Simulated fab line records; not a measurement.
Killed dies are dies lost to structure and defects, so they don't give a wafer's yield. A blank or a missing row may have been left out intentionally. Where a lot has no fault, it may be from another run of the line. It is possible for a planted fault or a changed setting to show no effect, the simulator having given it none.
fab line records -- flow n5Finfet
record lots=9, wafers=27, lastDay=17
route steps=1938 shown SD_EPI_P@306 SD_ACTIVATION@330 BEOL_M4@1111 PASSIVATION@1936
lots that met no fault: from a run of the same line without faults
startH: start of the lot's first displayed wafer, in hours after the record's first day -- waitH: hours from the lot's prior step to this one -- " repeats the value in the row above -- L1.1+2: a row that stands for several wafers -- - no value, or no start was given -- * or withheld: withheld -- < > ~ a bound
route shown NAME@n: names a module that has steps shown in the file, with the first one's number in the route -- usual: mean and standard deviation over wafers with no fault -- same: alike in all rows -- chamber/n: place in a boat -- sites: readings site by site -- _std_site: how widely they spread, as a standard deviation -- _edge_site: inner sites' mean taken away from outer sites' mean -- radiusMm: for every site, how far away it sits from the centre of the wafer -- mask NAME#n: copy n -- behind: the most recent tool/chamber to have shaped the wafer -- hold: reason for holding the lot/hours on hold/outcome of the hold -- device: the transistor (n, p or np) that didn't switch -- end of line: the route-end tests of the same wafers -- step lacking rows: just its recipe -- killed: dies lost to structure and defects at the first sort, not the wafer's yield -- map: per-die view of a wafer (x killed, . not killed, _ where there is no die)
set.NAME: the setting as run; set.NAME@STEP: as run at that earlier step -- model.NAME: the simulator's own value behind a step, which no gauge read
a sample of lots followed through the steps of the route, with each step as a table and each wafer as a row
services: when a tool's chamber went out of use (startH, in hours from the record's first day, below 0 if earlier), for how many hours, and the reason
## steps
# step N5_SD_EPI_P_DESCUM_14
# recipe chemistry=O2, timeS=7.9, sourcePowerW=50, biasPowerW=20, pressureMtorr=20, rfFrequencyHz=2.712e+07, tempC=40, resist=CAR-ArF-block, o2FlowSccm=225
# usual drypumpMotorCurrentA=5.9/0.46, oesProductAu=0.74/0.032, rfVppV=243.0/1.4, showerheadPlenumPTorr=2.08/0.084, throttleValvePct=20.42/0.17
lot.wafer,tool,chamber,startH,waitH,drypumpMotorCurrentA,oesProductAu,rfHoursCounterH,rfVppV,showerheadPlenumPTorr,throttleValvePct
L139.1,rieDiel-03,2,54.43,0.2,5.2,0.74,153,242.5,2.09,20.17
L139.2,rieDiel-03,1,54.43,0.2,6.5,0.74,151,244.3,2.12,20.69
L139.3,rieDiel-03,3,54.43,0.2,5.3,0.77,132,240.9,2.01,20.55
L141.1,rieDiel-04,0,65.37,0.3,6.3,0.75,183,242.1,1.97,20.52
L141.4,rieDiel-04,1,65.37,0.3,6.0,0.75,-,245.1,2.18,20.38
L141.5,rieDiel-04,0,65.37,0.3,6.3,0.74,-,242.9,1.97,20.51
L144.1,rieDiel-02,2,82.91,0.0,6.1,0.75,134,241.5,2.09,20.20
L144.3,rieDiel-02,3,82.91,0.0,6.6,0.68,225,244.3,2.18,20.71
L144.5,rieDiel-02,1,82.91,0.0,6.1,0.78,-,241.5,2.01,20.23
L146.1,rieDiel-04,3,94.55,0.0,6.0,0.72,151,244.5,2.20,20.47
L146.3,rieDiel-04,0,94.55,0.0,6.3,0.74,192,242.9,1.97,20.55
L146.5,rieDiel-04,3,94.55,0.0,6.0,0.73,-,245.2,2.20,20.47
L147.2,rieDiel-02,2,106.24,0.0,6.1,0.74,141,241.4,2.09,20.19
L147.3,rieDiel-02,3,106.24,0.0,6.6,0.67,232,243.1,2.17,20.70
L147.5,rieDiel-02,1,106.24,0.0,6.1,0.76,-,241.9,2.01,20.25
L157.1,rieDiel-04,0,160.90,0.0,6.3,0.72,207,240.4,1.96,20.57
L157.2,rieDiel-04,2,160.90,0.0,5.4,0.76,146,244.4,2.09,20.35
L157.4,rieDiel-04,3,160.90,0.0,6.0,0.71,172,243.4,2.19,20.52
L158.3,rieDiel-04,3,168.05,0.0,6.0,0.71,173,243.4,2.19,20.52
L158.5,rieDiel-04,3,168.05,0.0,5.9,0.71,-,244.1,2.19,20.53
L158.6,rieDiel-04,2,168.05,0.0,5.4,0.76,-,242.6,2.09,20.35
L159.2,rieDiel-04,2,174.92,0.2,5.4,0.75,150,243.4,2.09,20.35
L159.5,rieDiel-04,0,174.92,0.2,6.3,0.72,-,240.6,1.96,20.54
L159.6,rieDiel-04,1,174.92,0.2,6.0,0.72,-,245.1,2.17,20.44
L161.4,rieDiel-02,0,186.86,0.1,5.1,0.81,-,246.5,2.21,20.35
L161.5,rieDiel-02,1,186.86,0.1,6.2,0.75,-,242.9,2.00,20.28
L161.6,rieDiel-02,2,186.86,0.1,6.1,0.73,-,243.3,2.08,20.24
# step N5_SD_EPI_P_ETCH_37
# recipe chemistry=N2/H2, target=SOC, overetchA=1080, maskMaterial=SiARC, tempC=40, ionEnergyEv=100, sourceW=3000, biasW=133, pressureMtorr=20, timeS=486, n2FlowSccm=200, h2FlowSccm=200, ends=endPoint
# usual drypumpMotorCurrentA=5.9/0.47, n2FlowSccm=199.9/0.61, oesProductAu=0.663/0.029, rfVppV=240.5/1.5, showerheadPlenumPTorr=2.52/0.093, throttleValvePct=23.72/0.15
lot.wafer,tool,chamber,startH,waitH,drypumpMotorCurrentA,n2FlowSccm,oesProductAu,rfHoursCounterH,rfVppV,showerheadPlenumPTorr,throttleValvePct
L139.1,rieDiel-03,2,54.52,0.0,5.3,199.8,0.667,153,241.8,2.55,23.87
L139.2,rieDiel-03,1,54.52,0.0,6.5,199.5,0.662,151,242.6,2.53,23.62
L139.3,rieDiel-03,3,54.52,0.0,5.3,198.9,0.687,132,238.3,2.42,23.78
L141.1,rieDiel-04,0,65.46,0.0,6.3,199.5,0.656,183,238.6,2.40,23.81
L141.4,rieDiel-04,1,65.46,0.0,6.0,200.2,0.670,-,242.2,2.65,23.86
L141.5,rieDiel-04,0,65.46,0.0,6.3,199.9,0.658,-,237.3,2.40,23.84
L144.1,rieDiel-02,2,83.00,0.0,6.1,199.9,0.681,134,239.7,2.54,23.50
L144.3,rieDiel-02,3,83.00,0.0,6.7,199.6,0.607,225,242.0,2.61,23.78
L144.5,rieDiel-02,1,83.00,0.0,6.2,200.2,0.705,-,239.4,2.45,23.67
L146.1,rieDiel-04,3,94.64,0.0,5.9,199.6,0.658,151,241.7,2.64,23.39
L146.3,rieDiel-04,0,94.64,0.0,6.4,201.1,0.655,192,239.4,2.40,23.83
L146.5,rieDiel-04,3,94.64,0.0,5.9,199.3,0.656,-,243.8,2.64,23.37
L147.2,rieDiel-02,2,106.33,0.0,6.1,200.0,0.685,141,239.9,2.54,23.51
L147.3,rieDiel-02,3,106.33,0.0,6.6,200.2,0.605,232,242.8,2.61,23.79
L147.5,rieDiel-02,1,106.33,0.0,6.2,199.4,0.689,-,239.5,2.45,23.66
L157.1,rieDiel-04,0,161.00,0.0,6.3,199.6,0.635,207,237.8,2.39,23.87
L157.2,rieDiel-04,2,161.00,0.0,5.4,199.3,0.673,146,241.1,2.53,23.61
L157.4,rieDiel-04,3,161.00,0.0,6.0,199.7,0.639,172,242.6,2.63,23.41
L158.3,rieDiel-04,3,168.14,0.0,6.0,199.8,0.644,173,243.2,2.63,23.42
L158.5,rieDiel-04,3,168.14,0.0,6.0,199.4,0.635,-,241.8,2.63,23.44
L158.6,rieDiel-04,2,168.14,0.0,5.4,200.8,0.675,-,241.1,2.53,23.60
L159.2,rieDiel-04,2,175.01,0.0,5.4,199.1,0.677,150,241.0,2.53,23.62
L159.5,rieDiel-04,0,175.01,0.0,6.4,199.3,0.639,-,238.1,2.39,23.87
L159.6,rieDiel-04,1,175.01,0.0,6.0,200.4,0.648,-,242.7,2.64,23.90
L161.4,rieDiel-02,0,187.09,0.2,5.1,199.9,0.713,-,242.7,2.66,23.67
L161.5,rieDiel-02,1,187.09,0.2,6.2,200.1,0.679,-,239.3,2.44,23.69
L161.6,rieDiel-02,2,187.09,0.2,6.1,200.9,0.662,-,239.9,2.53,23.53
# step N5_SD_EPI_P_VAPOR_ETCH_44
# recipe chemistry=NF3/Ar, target=SiGe30, tempC=25, timeS=3.3, mode=isotropic
lot.wafer,tool,chamber,startH,waitH
L139.1+2+3,epiRpcvd-02,0,55.69,0.1
L141.1+4+5,epiRpcvd-03,0,66.53,0.1
L144.1+3+5,epiRpcvd-02,0,84.07,0.1
L146.1+3+5,epiRpcvd-03,0,95.72,0.1
L146.1+3+5,epiRpcvd-03,0,96.07,0.3
L147.2+3+5,epiRpcvd-01,0,107.43,0.1
L147.2+3+5,epiRpcvd-01,0,107.78,0.3
L157.1+2+4,epiRpcvd-03,0,162.07,0.1
L157.1+2+4,epiRpcvd-03,0,162.42,0.3
L158.3+5+6,epiRpcvd-03,0,169.27,0.1
L159.2+5+6,epiRpcvd-02,0,176.11,0.1
L161.4+5+6,epiRpcvd-02,0,188.11,0.1
# step N5_SD_ACTIVATION_RTA_00
# recipe tempC=975, timeS=0, ambient=N2, idleTempC=600, rampUpCPerS=150, rampDownCPerS=60, coolToC=600
# usual lampPowerPct=8.96/0.049, lamp_zone_3_pct=8.95/0.031, wafer_temp_C_max=974.8/1.8
lot.wafer,tool,chamber,startH,waitH,lampPowerPct,lamp_zone_3_pct,wafer_temp_C_max
L139.1,rtpAnneal-01,0,58.27,0.0,8.94,8.92,975.0
L139.2,rtpAnneal-01,0,58.27,0.0,8.95,9.00,974.3
L139.3,rtpAnneal-01,0,58.27,0.0,9.00,8.94,971.2
L141.1,rtpAnneal-01,0,69.28,0.2,8.97,8.94,972.6
L141.4,rtpAnneal-01,0,69.28,0.2,8.93,8.96,975.0
L141.5,rtpAnneal-01,0,69.28,0.2,8.99,8.95,976.4
L144.1,rtpAnneal-02,0,86.67,0.0,8.93,8.99,973.3
L144.3,rtpAnneal-02,0,86.67,0.0,8.97,8.97,972.6
L144.5,rtpAnneal-02,0,86.67,0.0,9.02,8.98,970.4
L146.1,rtpAnneal-01,0,100.68,0.3,9.02,8.95,976.3
L146.3,rtpAnneal-01,0,100.68,0.3,8.92,8.89,976.4
L146.5,rtpAnneal-01,0,100.68,0.3,9.08,8.93,974.5
L147.2,rtpAnneal-01,0,110.61,0.3,8.93,8.93,976.0
L147.3,rtpAnneal-01,0,110.61,0.3,8.90,8.95,975.9
L147.5,rtpAnneal-01,0,110.61,0.3,8.98,9.04,975.1
L157.1,rtpAnneal-01,0,165.00,0.0,8.96,8.98,974.5
L157.2,rtpAnneal-01,0,165.00,0.0,8.94,8.98,974.0
L157.4,rtpAnneal-01,0,165.00,0.0,9.06,8.95,976.6
L158.3,rtpAnneal-01,0,171.85,0.1,8.98,8.95,974.0
L158.5,rtpAnneal-01,0,171.85,0.1,9.01,8.95,976.0
L158.6,rtpAnneal-01,0,171.85,0.1,8.93,8.95,973.8
L159.2,rtpAnneal-01,0,178.77,0.1,9.00,8.96,974.2
L159.5,rtpAnneal-01,0,178.77,0.1,8.99,8.95,972.0
L159.6,rtpAnneal-01,0,178.77,0.1,8.92,8.93,972.2
L161.4,rtpAnneal-02,0,190.69,0.1,9.01,8.86,974.1
L161.5,rtpAnneal-02,0,190.69,0.1,8.93,9.01,975.0
L161.6,rtpAnneal-02,0,190.69,0.1,8.94,8.97,973.4
# step N5_BEOL_M4_RC_MEAS_101
# usual DIBL_N=35.8/1.6, DIBL_P=36.0/2.1, IOFF_N=0.153/0.026, IOFF_P=0.21/0.037, ION_N=673/11, ION_P=462/7.6, SS_N=71.4/0.53, SS_P=73.2/0.67, VT_N=250/3.2, VT_P=-250/3.7
lot.wafer,tool,chamber,startH,waitH,DIBL_N[mV/V],DIBL_P[mV/V],IOFF_N[nA/um],IOFF_P[nA/um],ION_N[uA/um],ION_P[uA/um],SS_N[mV/dec],SS_P[mV/dec],VT_N[mV],VT_P[mV]
L139.1,prober-02,0,169.42,0.0,37.3,39.2,0.188,0.26,684,476,70.9,74.0,245,-248
L139.2,prober-02,0,169.42,0.0,33.5,33.7,0.117,0.17,662,463,71.1,72.5,256,-251
L139.3,prober-02,0,169.42,0.0,37.9,38.8,0.207,0.27,700,476,71.1,74.2,243,-245
L141.1,prober-01,0,191.95,0.0,36.7,38.9,0.176,0.28,693,472,71.4,74.1,250,-243
L141.4,prober-01,0,191.95,0.0,37.7,40.2,0.201,0.32,682,477,72.1,74.1,246,-240
L141.5,prober-01,0,191.95,0.0,35.7,37.7,0.146,0.26,673,470,71.0,73.2,252,-244
L144.1,prober-02,0,198.55,0.0,34.5,35.5,0.142,0.20,675,468,71.3,72.8,251,-250
L144.3,prober-02,0,198.55,0.0,33.6,34.5,0.126,0.17,665,452,71.1,72.9,250,-254
L144.5,prober-02,0,198.55,0.0,33.7,34.1,0.124,0.17,670,447,71.2,72.5,252,-252
L146.1,prober-01,0,207.77,0.0,33.7,-,0.121,-,658,-,70.6,-,253,-
L146.3,prober-01,0,207.77,0.0,33.4,-,0.111,-,653,-,70.4,-,254,-
L146.5,prober-01,0,207.77,0.0,31.5,-,0.091,-,647,-,70.2,-,256,-
L147.2,prober-02,0,224.06,0.2,33.3,-,0.107,-,663,-,71.0,-,257,-
L147.3,prober-02,0,224.06,0.2,36.3,-,0.142,-,666,-,71.6,-,254,-
L147.5,prober-02,0,224.06,0.2,35.0,-,0.118,-,651,-,71.0,-,255,-
L157.1,prober-02,0,274.61,0.0,35.1,-,0.127,-,657,-,71.6,-,253,-
L157.2,prober-02,0,274.61,0.0,35.8,-,0.131,-,661,-,71.3,-,254,-
L157.4,prober-02,0,274.61,0.0,32.7,-,0.093,-,662,-,70.3,-,259,-
L159.2,prober-02,0,285.42,0.2,33.9,35.1,0.134,0.19,659,463,70.9,73.0,254,-250
L159.5,prober-02,0,285.42,0.2,35.2,36.3,0.168,0.23,673,466,71.8,73.2,248,-246
L159.6,prober-02,0,285.42,0.2,35.8,37.1,0.181,0.23,680,460,72.2,73.5,249,-246
L158.3,prober-01,0,289.61,0.3,36.5,36.6,0.159,0.20,669,459,71.4,73.7,253,-251
L158.5,prober-01,0,289.61,0.3,37.5,37.0,0.174,0.21,680,464,72.2,73.4,250,-249
L158.6,prober-01,0,289.61,0.3,34.7,35.0,0.136,0.18,661,460,70.6,72.9,253,-254
L161.4,prober-01,0,302.60,0.5,33.2,32.0,0.110,0.15,664,457,70.9,71.6,256,-254
L161.5,prober-01,0,302.60,0.5,34.2,32.8,0.118,0.15,667,458,71.0,72.4,253,-256
L161.6,prober-01,0,302.60,0.5,37.3,37.4,0.188,0.24,685,467,71.0,73.3,246,-250
# step N5_PASSIVATION_PROBE_49
# usual defectLimitedYield=91.3/1.5, killed_at_M0_to_M3=33/12, killed_at_M4_up=13/5.2, killedAtContacts=13/6.7, killedAtFrontEnd=40/11, killedAtOther=4.1/2.7, killedDies=103/17, killedOpen=69/13, killedShort=33/8.4, sort_bin_4_leakage=0/0, sort_bin_5_function=5.1/1, sort_bin_6_memory=3.2/0.62, sortNPass=1077/17, sortYieldPct=91.3/1.5
# same grossDies=1180, killedAtBackSide=0, sort_bin_8_speed[%]=0
lot.wafer,tool,chamber,startH,waitH,defectLimitedYield[%],killed_at_M0_to_M3,killed_at_M4_up,killedAtContacts,killedAtFrontEnd,killedAtOther,killedDies,killedOpen,killedShort,sort_bin_4_leakage[%],sort_bin_5_function[%],sort_bin_6_memory[%],sortNPass,sortYieldPct[%]
L139.1,prober-01,-,270.57,0.0,93.0,30,9,6,36,2,83,57,24,0,4.3,2.5,1097,93.0
L139.2,prober-01,-,270.62,0.1,93.2,20,5,15,40,0,80,62,18,0,3.7,3.0,1100,93.2
L139.3,prober-01,-,270.67,0.1,91.4,27,9,10,48,8,102,72,26,0,5.0,3.4,1078,91.4
L141.1,prober-02,-,297.92,0.0,90.8,15,8,20,55,10,108,64,40,0,5.8,3.0,1072,90.8
L141.4,prober-02,-,298.07,0.2,91.0,26,15,8,54,3,106,60,44,0,5.7,2.8,1074,91.0
L141.5,prober-02,-,298.12,0.2,91.1,19,10,17,49,10,105,68,37,0,5.6,2.9,1075,91.1
L144.1,prober-01,-,311.91,0.0,89.2,42,9,28,39,10,128,85,42,0,6.2,3.8,1052,89.2
L144.3,prober-01,-,312.01,0.1,91.0,40,10,20,31,5,106,65,39,0,4.9,3.8,1074,91.0
L144.5,prober-01,-,312.11,0.2,93.0,36,8,14,18,7,83,61,22,0,4.1,2.6,1097,93.0
L146.1,prober-01,-,316.66,0.0,91.9,34,12,12,38,0,96,65,31,91.86,4.9,3.1,0,0
L146.3,prober-01,-,316.76,0.1,89.0,37,17,20,53,3,130,87,43,88.98,6.2,4.3,0,0
L146.5,prober-01,-,316.86,0.2,90.0,32,19,31,36,0,118,81,36,90.00,6.2,3.6,0,0
L147.2,prober-02,-,323.53,0.1,90.6,24,14,13,57,3,111,76,35,90.59,5.8,3.1,0,0
L147.3,prober-02,-,323.58,0.1,89.8,44,18,13,44,1,120,83,37,89.83,7.1,3.0,0,0
L147.5,prober-02,-,323.68,0.2,92.8,15,5,11,52,2,85,56,29,92.80,4.9,2.0,0,0
L157.1,prober-01,-,390.72,0.0,88.0,61,15,10,54,2,142,108,32,87.97,7.4,4.3,0,0
L157.2,prober-01,-,390.77,0.1,91.3,37,14,10,39,3,103,69,34,91.27,5.6,2.8,0,0
L157.4,prober-01,-,390.87,0.2,91.9,31,10,5,44,5,95,66,28,91.95,4.7,3.1,0,0
L159.2,prober-01,-,394.75,0.3,91.9,24,10,17,41,4,96,70,23,0,4.6,3.3,1084,91.9
L159.5,prober-01,-,394.90,0.5,91.6,28,13,18,30,10,99,70,26,0,5.3,3.1,1081,91.6
L159.6,prober-01,-,394.95,0.5,90.8,34,11,19,35,9,108,65,39,0,5.3,3.1,1072,90.8
L158.3,prober-01,-,395.10,0.1,93.6,16,6,12,40,1,75,54,18,0,3.8,2.5,1105,93.6
L158.5,prober-01,-,395.20,0.2,93.0,23,10,17,21,12,83,56,27,0,4.3,2.5,1097,93.0
L158.6,prober-01,-,395.25,0.3,90.9,18,19,20,44,6,107,69,35,0,5.2,3.6,1073,90.9
L161.4,prober-02,-,402.94,0.2,92.5,35,18,6,26,4,89,66,23,0,4.0,3.4,1091,92.5
L161.5,prober-02,-,402.99,0.2,91.2,43,5,23,30,3,104,77,27,0,5.2,3.1,1076,91.2
L161.6,prober-02,-,403.04,0.3,93.3,22,10,14,28,5,79,57,21,0,4.2,2.3,1101,93.3
# killed by level:class
L139.1 FIN_SAQP:geometricParticle:open=12 BEOL_M1:geometricParticle:open=9 BEOL_M0_SAQP:geometricParticle:short=5 BEOL_M3:geometricParticle:open=5 BEOL_M4:geometricParticle:open=5 MOL_CONTACT_COAG:geometricParticle:open=4 FIN_SAQP:geometricParticle:short=3 GATE_CUT:geometricParticle:open=3
L139.2 MOL_CONTACT_COAG:geometricParticle:open=14 FIN_SAQP:geometricParticle:open=11 STI_FIN_REVEAL:geometricParticle:open=8 BEOL_M0_SAQP:geometricParticle:open=4 GATE_CUT:geometricParticle:open=4 BEOL_M0_SAQP:geometricParticle:short=4 FIN_SAQP:geometricParticle:short=3 ILD0:geometricParticle:open=3
L139.3 FIN_SAQP:geometricParticle:open=18 BEOL_M2:geometricParticle:open=8 MOL_CONTACT_COAG:geometricParticle:open=8 FIN_SAQP:geometricParticle:short=6 STI_FIN_REVEAL:geometricParticle:open=5 BEOL_M0_SAQP:geometricParticle:open=5 BEOL_M0:geometricParticle:open=4 BEOL_M3:geometricParticle:open=4
L141.1 FIN_SAQP:geometricParticle:open=17 MOL_CONTACT_COAG:geometricParticle:open=16 FIN_SAQP:geometricParticle:short=11 GATE_CUT:geometricParticle:short=9 STI_FIN_REVEAL:geometricParticle:open=5 BEOL_M0_SAQP:geometricParticle:open=5 MOL_CONTACT_COAG:geometricParticle:short=4 BEOL_M5:geometricParticle:open=4
L141.4 FIN_SAQP:geometricParticle:open=14 FIN_SAQP:geometricParticle:short=13 GATE_CUT:geometricParticle:short=9 STI_FIN_REVEAL:geometricParticle:open=7 MOL_CONTACT_COAG:geometricParticle:open=6 BEOL_M2:geometricParticle:open=5 BEOL_M3:geometricParticle:open=4 DUMMY_GATE:geometricParticle:open=3
L141.5 FIN_SAQP:geometricParticle:open=18 MOL_CONTACT_COAG:geometricParticle:open=14 STI_FIN_REVEAL:geometricParticle:open=7 BEOL_M0_SAQP:geometricParticle:open=7 GATE_CUT:geometricParticle:short=6 FIN_SAQP:geometricParticle:short=5 STI_FIN_REVEAL:geometricParticle:short=5 GATE_CUT:geometricParticle:open=3
L144.1 MOL_CONTACT_COAG:geometricParticle:open=19 STI_FIN_REVEAL:geometricParticle:open=16 BEOL_M0_SAQP:geometricParticle:open=11 MOL_CONTACT_COAG:geometricParticle:short=9 BEOL_M1:geometricParticle:open=9 BEOL_M0_SAQP:geometricParticle:short=6 FIN_CUT:geometricParticle:short=4 BEOL_M1:geometricParticle:short=4
L144.3 MOL_CONTACT_COAG:geometricParticle:open=16 BEOL_M0_SAQP:geometricParticle:short=12 BEOL_M0_SAQP:geometricParticle:open=8 BEOL_M3:geometricParticle:open=7 GATE_CUT:geometricParticle:short=7 STI_FIN_REVEAL:geometricParticle:open=6 BEOL_M2:geometricParticle:open=5 MOL_CONTACT_COAG:geometricParticle:short=4
L144.5 MOL_CONTACT_COAG:geometricParticle:open=13 BEOL_M0_SAQP:geometricParticle:open=12 BEOL_M3:geometricParticle:open=7 BEOL_M0:geometricParticle:open=6 BEOL_M0_SAQP:geometricParticle:short=5 BEOL_M3:geometricParticle:short=4 STI_FIN_REVEAL:geometricParticle:open=3 MIM_TOP:geometricParticle:short=3
L146.1 STI_FIN_REVEAL:geometricParticle:open=12 BEOL_M0_SAQP:geometricParticle:short=11 FIN_SAQP:geometricParticle:open=7 DUMMY_GATE:geometricParticle:open=6 MOL_CONTACT_COAG:geometricParticle:open=6 MOL_CONTACT_COAG:geometricParticle:short=6 ILD0:geometricParticle:open=5 BEOL_M3:geometricParticle:open=4
L146.3 MOL_CONTACT_COAG:geometricParticle:open=15 DUMMY_GATE:geometricParticle:open=12 BEOL_M0_SAQP:geometricParticle:open=12 STI_FIN_REVEAL:geometricParticle:open=9 FIN_SAQP:geometricParticle:short=8 BEOL_M0_SAQP:geometricParticle:short=8 BEOL_M4:geometricParticle:open=7 BEOL_M1:geometricParticle:open=6
L146.5 MOL_CONTACT_COAG:geometricParticle:open=27 FIN_SAQP:geometricParticle:open=10 BEOL_M1:geometricParticle:open=9 FIN_SAQP:geometricParticle:short=8 BEOL_M4:geometricParticle:short=8 BEOL_M4:geometricParticle:open=7 BEOL_M2:geometricParticle:open=6 STI_FIN_REVEAL:geometricParticle:open=4
L147.2 FIN_SAQP:geometricParticle:open=23 FIN_SAQP:geometricParticle:short=12 MOL_CONTACT_COAG:geometricParticle:open=10 STI_FIN_REVEAL:geometricParticle:open=7 GATE_CUT:geometricParticle:short=5 BEOL_M0_SAQP:geometricParticle:open=5 BEOL_M0_SAQP:geometricParticle:short=5 BEOL_M3:geometricParticle:open=4
L147.3 FIN_SAQP:geometricParticle:short=16 BEOL_M0_SAQP:geometricParticle:open=12 FIN_SAQP:geometricParticle:open=10 BEOL_M3:geometricParticle:open=10 MOL_CONTACT_COAG:geometricParticle:open=9 STI_FIN_REVEAL:geometricParticle:open=8 BEOL_M2:geometricParticle:open=7 BEOL_M7:geometricParticle:open=5
L147.5 FIN_SAQP:geometricParticle:open=17 MOL_CONTACT_COAG:geometricParticle:open=11 STI_FIN_REVEAL:geometricParticle:open=8 GATE_CUT:geometricParticle:short=8 FIN_SAQP:geometricParticle:short=6 GATE_CUT:geometricParticle:open=3 BEOL_M0_SAQP:geometricParticle:short=3 BEOL_M1:geometricParticle:open=3
L157.1 STI_FIN_REVEAL:geometricParticle:open=22 BEOL_M3:geometricParticle:open=18 BEOL_M1:geometricParticle:open=11 FIN_SAQP:geometricParticle:open=10 BEOL_M2:geometricParticle:open=8 FIN_SAQP:geometricParticle:short=7 BEOL_M0_SAQP:geometricParticle:open=7 MOL_CONTACT_COAG:geometricParticle:open=6
L157.2 BEOL_M0_SAQP:geometricParticle:open=10 MOL_CONTACT_COAG:geometricParticle:open=10 BEOL_M0_SAQP:geometricParticle:short=10 FIN_SAQP:geometricParticle:short=8 STI_FIN_REVEAL:geometricParticle:open=7 BEOL_M2:geometricParticle:open=6 FIN_SAQP:geometricParticle:open=5 BEOL_M7:geometricParticle:open=4
L157.4 STI_FIN_REVEAL:geometricParticle:open=12 FIN_SAQP:geometricParticle:open=10 BEOL_M1:geometricParticle:open=10 FIN_SAQP:geometricParticle:short=6 BEOL_M0_SAQP:geometricParticle:short=6 BEOL_M0_SAQP:geometricParticle:open=6 MOL_CONTACT_COAG:geometricParticle:open=4 BEOL_M2:geometricParticle:open=4
L159.2 MOL_CONTACT_COAG:geometricParticle:open=14 FIN_SAQP:geometricParticle:open=11 BEOL_M0_SAQP:geometricParticle:open=6 BEOL_M0_SAQP:geometricParticle:short=6 BEOL_M2:geometricParticle:open=5 BEOL_M3:geometricParticle:open=5 FIN_SAQP:geometricParticle:short=4 ILD0:geometricParticle:open=4
L159.5 MOL_CONTACT_COAG:geometricParticle:open=17 STI_FIN_REVEAL:geometricParticle:open=10 BEOL_M1:geometricParticle:open=7 GATE_CUT:geometricParticle:short=5 BEOL_M0_SAQP:geometricParticle:short=5 BEOL_M3:geometricParticle:open=5 BEOL_M4:geometricParticle:open=5 PASS1_CAP:geometricParticle:short=5
L159.6 MOL_CONTACT_COAG:geometricParticle:open=15 BEOL_M3:geometricParticle:open=8 BEOL_M0_SAQP:geometricParticle:open=6 BEOL_M2:geometricParticle:open=6 GATE_CUT:geometricParticle:open=5 GATE_CUT:geometricParticle:short=5 BEOL_M0_SAQP:geometricParticle:short=5 MOL_CONTACT_COAG:geometricParticle:short=4
L158.3 FIN_SAQP:geometricParticle:open=10 MOL_CONTACT_COAG:geometricParticle:open=10 GATE_CUT:geometricParticle:open=9 FIN_SAQP:geometricParticle:short=5 BEOL_M0_SAQP:geometricParticle:open=5 BEOL_M2:geometricParticle:open=4 STI_FIN_REVEAL:geometricParticle:open=3 DUMMY_GATE:geometricParticle:open=3
L158.5 MOL_CONTACT_COAG:geometricParticle:open=14 BEOL_M0_SAQP:geometricParticle:open=9 BEOL_M0_SAQP:geometricParticle:short=6 PASS1_CAP:geometricParticle:open=5 PASS1_CAP:geometricParticle:short=5 DUMMY_GATE:geometricParticle:open=4 ILD0:geometricParticle:open=4 BEOL_M4:geometricParticle:open=4
L158.6 MOL_CONTACT_COAG:geometricParticle:open=16 FIN_SAQP:geometricParticle:open=10 GATE_CUT:geometricParticle:short=7 BEOL_M2:geometricParticle:open=6 FIN_SAQP:geometricParticle:short=4 GATE_CUT:geometricParticle:open=4 BEOL_M4:geometricParticle:open=4 BEOL_M5:geometricParticle:open=4
L161.4 BEOL_M1:geometricParticle:open=17 BEOL_M0_SAQP:geometricParticle:open=6 BEOL_M2:geometricParticle:open=6 BEOL_M5:geometricParticle:open=6 STI_FIN_REVEAL:geometricParticle:open=5 MOL_CONTACT_COAG:geometricParticle:open=5 FIN_SAQP:geometricParticle:short=4 GATE_CUT:geometricParticle:open=4
L161.5 MOL_CONTACT_COAG:geometricParticle:open=20 BEOL_M0_SAQP:geometricParticle:open=12 BEOL_M1:geometricParticle:open=11 FIN_SAQP:geometricParticle:open=6 DUMMY_GATE:geometricParticle:open=5 BEOL_M0_SAQP:geometricParticle:short=5 BEOL_M1:geometricParticle:short=5 BEOL_M2:geometricParticle:open=5
L161.6 MOL_CONTACT_COAG:geometricParticle:open=13 STI_FIN_REVEAL:geometricParticle:open=9 BEOL_M2:geometricParticle:open=7 DUMMY_GATE:geometricParticle:open=6 BEOL_M1:geometricParticle:open=4 BEOL_M3:geometricParticle:open=4 BEOL_M0_SAQP:geometricParticle:short=3 FIN_SAQP:geometricParticle:short=3
## services
tool,chamber,startH,hours,kind
rieDiel-02,-,53.02,14.6,pm
rieDiel-03,1,57.34,23.6,repair
rieDiel-04,3,60.92,12.0,repair
rieDiel-02,2,69.71,3.8,repair
rieDiel-02,1,71.07,1.3,repair
rtpAnneal-02,-,77.37,4.4,pm
rieDiel-02,-,104.66,0.8,repair
rieDiel-04,-,117.44,2.2,repair
rieDiel-03,2,119.39,6.6,repair
rieDiel-02,-,126.83,2.8,pm
epiRpcvd-01,-,134.94,2.3,repair
epiRpcvd-02,-,144.49,0.4,repair
epiRpcvd-02,-,162.90,1.8,repair
epiRpcvd-01,-,169.87,2.8,pm
epiRpcvd-02,-,170.30,4.2,repair
rieDiel-02,3,178.90,-,clean
rieDiel-02,3,178.90,-,consumableReplace:focusRing
rieDiel-02,3,178.90,12.8,scheduledDown
rieDiel-02,3,178.90,12.8,ventCycle
## key
firstSign step=N5_SD_EPI_P_VAPOR_ETCH_44, reading=visit, direction=added
effect step=N5_PASSIVATION_PROBE_49, reading=sort_bin_4_leakage, direction=up, sigmas=99+, usual=0, struck=90.58
metAt N5_SD_EPI_P_VAPOR_ETCH_44
struckLots L146,L147,L157
loopTrim step=N5_BEOL_M4_EXPOSE_08, setting=dose, lots=L147
notActingAt N5_SD_EPI_P_DESCUM_14,N5_SD_EPI_P_ETCH_37,N5_SD_ACTIVATION_RTA_00
fault kind=repeatedStepWhole, tool=epiRpcvd-01,epiRpcvd-02,epiRpcvd-03, chamber=-, onsetH=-, steps=N5_SD_EPI_P_VAPOR_ETCH_44, times=1, scope=struckLotsOnly
# loopTrim: a control loop set the setting to another value than it would have without faults
